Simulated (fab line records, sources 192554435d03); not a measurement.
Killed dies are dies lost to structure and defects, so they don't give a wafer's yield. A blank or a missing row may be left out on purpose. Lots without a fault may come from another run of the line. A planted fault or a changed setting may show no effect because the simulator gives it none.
Which tool did it? | flow n5_finfet | 24 lots, 72 wafers sampled, at 1 step of a route of 1938

WHAT THE GAUGES READ, wafer by wafer
N5_BEOL_M6_THK_MEAS_01.
lot  | measured     | on            | M6_ILD_THK (nm)
L074 | day 9 22:41  | film_metro-01 | 154.2 154.8 154.7
L075 | day 10 01:44 | film_metro-02 | 158.3 152.6 158.2
L076 | day 10 04:28 | film_metro-02 | 156.4 152.8 157.9
L077 | day 10 12:28 | film_metro-02 | 150.2 153.1 154.5
L078 | day 10 17:52 | film_metro-02 | 153.9 155.0 156.7
L080 | day 11 11:25 | film_metro-02 | 156.3 158.1 156.5
L079 | day 11 14:19 | film_metro-02 | 154.2 151.6 156.3
L081 | day 11 15:19 | film_metro-02 | 153.8 153.3 157.4
L082 | day 11 19:41 | film_metro-02 | 155.4 156.9 157.2
L083 | day 11 22:45 | film_metro-02 | 155.5 152.7 155.2
L084 | day 12 03:19 | film_metro-01 | 158.2 157.8 156.7
L087 | day 12 14:43 | film_metro-01 | 153.0 157.1 155.2
L085 | day 13 01:48 | film_metro-01 | 154.6 152.3 156.8
L086 | day 13 05:58 | film_metro-02 | 154.1 151.9 154.8
L089 | day 13 10:53 | film_metro-01 | 153.4 152.5 156.7
L088 | day 13 13:52 | film_metro-02 | 156.5 159.3 159.1
L091 | day 13 17:04 | film_metro-01 | 155.5 157.1 157.3
L092 | day 13 19:23 | film_metro-01 | 156.6 155.4 158.7
L090 | day 14 06:49 | film_metro-01 | 156.6 155.3 157.5
L093 | day 14 20:31 | film_metro-01 | 154.9 153.3 158.3
L095 | day 14 20:37 | film_metro-02 | 156.5 156.2 154.1
L094 | day 15 05:16 | film_metro-02 | 153.5 153.6 156.7
L096 | day 15 21:34 | film_metro-02 | 154.0 155.0 158.0
L097 | day 16 00:25 | film_metro-02 | 157.4 160.0 157.3

WHICH TOOL RAN EACH LOT (tool, then ch and the chambers of the sampled wafers, then the start)
The record holds no process step before these readings.

WHAT THE TOOLS THEMSELVES READ (means of the sampled wafers that have a number; where no wafer has one, the mark that the record gives instead)
The record holds no such reading with a usual standard deviation.

THE ANSWER, worked out from the rows above alone
Rule: what is usual is taken from the lots themselves. Put in order of their means at a reading, lots are off if they are a third of the lots or fewer, leave a main group of 4 or more, and stand apart from it by a gap of 3 or more times the standard deviation of the main group's means; of several such gaps the widest counts. A main group whose means are all the same, to the digits that the tables above print for the reading, isn't used. A lot without any number at a reading at which 4 lots or more have one is off too. The other lots that the step has rows for count as sound. The gauges are gone through in route order, then the tools' own readings, and for those a lot's mean is taken as printed above. The first step at which some lot is off is used, and at that step the reading that is off furthest; a lot without a number counts as furthest.
No lot is off at any reading shown: from this, nothing can be told.

WHAT THE SIMULATOR HAD PUT IN
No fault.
